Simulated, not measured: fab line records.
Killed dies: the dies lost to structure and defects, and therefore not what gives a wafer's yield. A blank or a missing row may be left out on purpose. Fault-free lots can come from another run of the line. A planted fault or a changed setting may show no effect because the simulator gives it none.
Chamber matching -- flow n5_finfet -- N5_DUMMY_REMOVAL_HM_STRIP_01 on rie_diel-02: 4 sister chambers
The step strips SiNx in CH3F/O2, stops on poly-Si, target depth 4 nm, time 6.8 s. 18 wafers are shown with their chamber, then 9 later ones without.

== WAFERS PAIRED WITH THEIR CHAMBERS ==
wafer,chamber,drypump_motor_current_A (A),showerhead_plenum_p_Torr (Torr),throttle_valve_pct (%)
L074.1,1,5.65,1.94,16.19
L074.2,0,5.13,2.06,16.37
L074.5,3,5.33,1.92,16.26
L078.2,3,5.32,1.92,16.28
L078.3,0,5.10,2.06,16.38
L078.6,2,5.84,2.03,15.82
L081.3,3,5.35,1.91,16.31
L081.4,0,5.10,2.05,16.40
L081.5,1,5.65,1.94,16.19
L083.2,0,5.11,2.05,16.41
L083.4,1,5.65,1.94,16.21
L083.6,2,5.86,2.02,15.85
L085.1,1,5.67,1.94,16.21
L085.5,3,5.32,1.91,16.31
L085.6,0,5.12,2.05,16.42
L087.1,3,5.33,1.91,16.31
L087.5,0,5.11,2.05,16.43
L087.6,1,5.66,1.94,16.23

SIGNATURES, as means of the wafers listed above
reading,chamber 0,chamber 1,chamber 2,chamber 3,scatter within a chamber
drypump_motor_current_A,5.1117,5.6560,5.8500,5.3300,0.0113
showerhead_plenum_p_Torr,2.0533,1.9400,2.0250,1.9140,0.00465
throttle_valve_pct,16.4017,16.2060,15.8350,16.2940,0.0213
Rule: for a wafer and a chamber, the distance is found by dividing, reading by reading, the gap between the wafer's reading and the chamber's mean by the reading's scatter, squaring, summing and taking the root. The wafer belongs to the nearest chamber; if the next one is less than 2 further off, it can't be placed. The scatter: the root of (the sum of the squares of (reading less its chamber's mean) over the shown wafers, divided by (wafers less chambers)).

== WAFERS WHOSE CHAMBER IS MISSING ==
wafer,drypump_motor_current_A (A),showerhead_plenum_p_Torr (Torr),throttle_valve_pct (%)
L089.1,5.64,1.94,16.24
L089.3,5.33,1.91,16.32
L089.4,5.81,2.02,15.86
L092.2,5.68,1.93,16.24
L092.4,5.12,2.05,16.45
L092.6,5.11,2.05,16.43
L095.3,5.63,1.93,16.25
L095.5,5.83,2.02,15.88
L095.6,5.32,1.91,16.34

== WHICH CHAMBER EACH ONE RAN IN ==
wafer,from the rows above,in truth
L089.1,1,1
L089.3,3,3
L089.4,2,2
L092.2,1,1
L092.4,0,0
L092.6,0,0
L095.3,1,1
L095.5,2,2
L095.6,3,3
Correct placement for 9 of the 9. Number that these rows cannot place: 0. Wrongly placed: 0.
